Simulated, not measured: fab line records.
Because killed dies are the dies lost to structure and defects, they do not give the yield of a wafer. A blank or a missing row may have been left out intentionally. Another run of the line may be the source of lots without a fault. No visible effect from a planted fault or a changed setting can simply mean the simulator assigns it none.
Which of the tools did it? -- flow nand harc -- 6 lots, 18 wafers sampled, at 3 steps of a route of 1159

WHAT EACH GAUGE READ, for each wafer
NHARC_P_GATE_CD_MEAS_59 targets a cd of 720 nm.
lot,measured,on,cd nm (nm)
L232,day 5 12:29,cd sem-02,718.0 716.6 716.5
L234,day 6 00:41,cd sem-02,719.6 719.3 719.2
L235,day 6 10:50,cd sem-03,718.1 717.7 718.4
L249,day 9 17:27,cd sem-01,720.9 721.7 719.8
L252,day 10 11:53,cd sem-02,719.7 720.1 719.3
L253,day 10 19:02,cd sem-01,718.0 719.0 717.3

EACH LOT AND THE TOOL THAT RAN IT (in order: tool; ch and the chambers of the sampled wafers; start)
lot,NHARC_P_GATE_ETCH_104,NHARC_P_GATE_EXPOSE_56
L232,"rie diel-07 ch 0,1,2, day 4 22:58","krf scanner-01 ch 0, day 5 12:20"
L234,"rie diel-03 ch 0,1,3, day 5 11:02","krf scanner-02 ch 0, day 6 00:32"
L235,"rie diel-10 ch 1,2,3, day 5 17:33","krf scanner-03 ch 0, day 6 10:41"
L249,"rie diel-07 ch 2,3, day 9 03:44","krf scanner-02 ch 0, day 9 17:18"
L252,"rie diel-07 ch 0,1,2, day 9 22:20","krf scanner-03 ch 0, day 10 11:43"
L253,"rie diel-10 ch 0,2,3, day 10 05:29","krf scanner-02 ch 0, day 10 18:52"
- NHARC_P_GATE_ETCH_104: etches the open film in CF4/CHF3, target depth 60 nm.
- NHARC_P_GATE_EXPOSE_56: exposes mask P PSD, target cd 720 nm.

THE ANSWER, worked out from the rows above alone
Rule: usual is defined by the lots themselves. Put in order of their means at a reading, lots are off if they are a third of the lots or fewer, leave a main group of 4 or more, and stand apart from it by a gap of 3 or more times the standard deviation of the main group's means; of several such gaps the widest counts. Not used: any main group whose means are identical at the precision the tables above print for the reading. Also off: a lot with no number at a reading for which 4 or more lots have one. All remaining lots with rows at the step are treated as sound.
Nothing can be told from this: no lot is off at any reading shown.

WHAT THE SIMULATOR PUT IN
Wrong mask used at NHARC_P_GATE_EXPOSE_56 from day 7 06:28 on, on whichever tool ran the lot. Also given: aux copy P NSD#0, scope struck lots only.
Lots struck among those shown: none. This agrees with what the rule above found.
